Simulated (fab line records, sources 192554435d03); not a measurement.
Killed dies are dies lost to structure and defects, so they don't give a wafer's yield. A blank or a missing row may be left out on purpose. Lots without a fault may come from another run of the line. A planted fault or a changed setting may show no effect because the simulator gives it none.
A struck lot beside a sound one | flow n5_finfet | 14 steps out of a route of 1938
Sound: wafers L971.2, L971.4, L971.5. Struck: wafers L982.4, L982.5. The cause comes at the end.
At each step with rows: each side's tool, then ch and its chambers, then its first start. Under that, the readings that differ: sound wafers | struck wafers | difference of the means | sigmas: that difference in standard deviations of wafers without a fault.
alike: readings whose means differ by less than 2 such deviations, and words and numbers that are the same on both sides. not compared: withheld readings, readings that some wafer has no value for, bounds like >300 that may hide the same value, and numbers for which the record gives no deviation and whose values overlap.
The two part at a step that has a row with sigmas, a row that says differs or no value, or rows on one side only. Numbers that don't overlap but have no deviation are shown without sigmas and don't part them. A reading that every wafer of one side lacks parts them only if that side has two wafers or more.

first, 8 steps without rows for these wafers: N5_BEOL_M9_COAT_64 (time 60 s, resist thk 12 nm); N5_BEOL_M9_COAT_75 (time 60 s, resist thk 5 nm); N5_BEOL_M9_COAT_22 (resist thk 30 nm); N5_BEOL_M9_EBR_24; N5_BEOL_M9_SOFTBAKE_23 (time 60 s); N5_BEOL_M9_EXPOSE_25 (exposes mask V8); N5_BEOL_M9_PEB_26 (peb time 60 s); N5_BEOL_M9_DEVELOP_27 (develop time 30 s).
N5_BEOL_M9_CD_MEAS_28: target cd 70 nm.
  sound on cd_sem-01 ch 0, day 12 17:21; struck on cd_sem-02 ch 0, day 14 23:14
  alike: cd_nm
N5_BEOL_M9_OVL_MEAS_29:
  sound on overlay-01 ch 0, day 12 17:23; struck on overlay-02 ch 0, day 14 23:17
  alike: V8_OVL
N5_BEOL_M9_INSPECT_30: inspects for defects (brightfield).
  sound on defect_inspect-01, day 12 17:26; struck on defect_inspect-02, day 14 23:19
  alike: raw_defect_count
N5_BEOL_M9_DESCUM_33: chemistry O2, time 7 s.
  sound on rie_diel-01 ch 2,3, day 12 17:52; struck on rie_diel-01 ch 1,2, day 14 23:25
  alike: drypump_motor_current_A, oes_product_au, rf_vpp_V, showerhead_plenum_p_Torr, temp_c, throttle_valve_pct
  not compared: rf_hours_counter_h
N5_BEOL_M9_ETCH_76: etches underlayer in N2/H2, target depth 6.5 nm, time 5.2 s.
  sound on rie_diel-01 ch 2,3, day 12 17:54; struck on rie_diel-01 ch 1,2, day 14 23:26
  reading               | sound          | struck    | difference | sigmas
  etch_rf_on_time_s (s) | 5.38 5.31 5.35 | 3.57 3.54 | -1.79      | -15
  alike: drypump_motor_current_A, oes_product_au, rf_vpp_V, showerhead_plenum_p_Torr, throttle_valve_pct
  not compared: rf_hours_counter_h
N5_BEOL_M9_ETCH_65: etches SiARC in CF4, target depth 15.6 nm, time 26 s.
  sound on rie_diel-01 ch 2,3, day 12 17:55; struck on rie_diel-01 ch 1,2, day 14 23:28
  alike: drypump_motor_current_A, etch_rf_on_time_s, oes_product_au, rf_vpp_V, showerhead_plenum_p_Torr, throttle_valve_pct
  not compared: rf_hours_counter_h

WHERE THEY PART
Only at N5_BEOL_M9_ETCH_76, within this record. Later steps at which nothing parts them and some readings are alike: N5_BEOL_M9_ETCH_65.

WHY: what the simulator had put in
Process parameter drift: rie_diel-01, from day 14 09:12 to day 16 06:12, at N5_BEOL_M9_ETCH_76. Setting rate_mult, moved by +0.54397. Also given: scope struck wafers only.
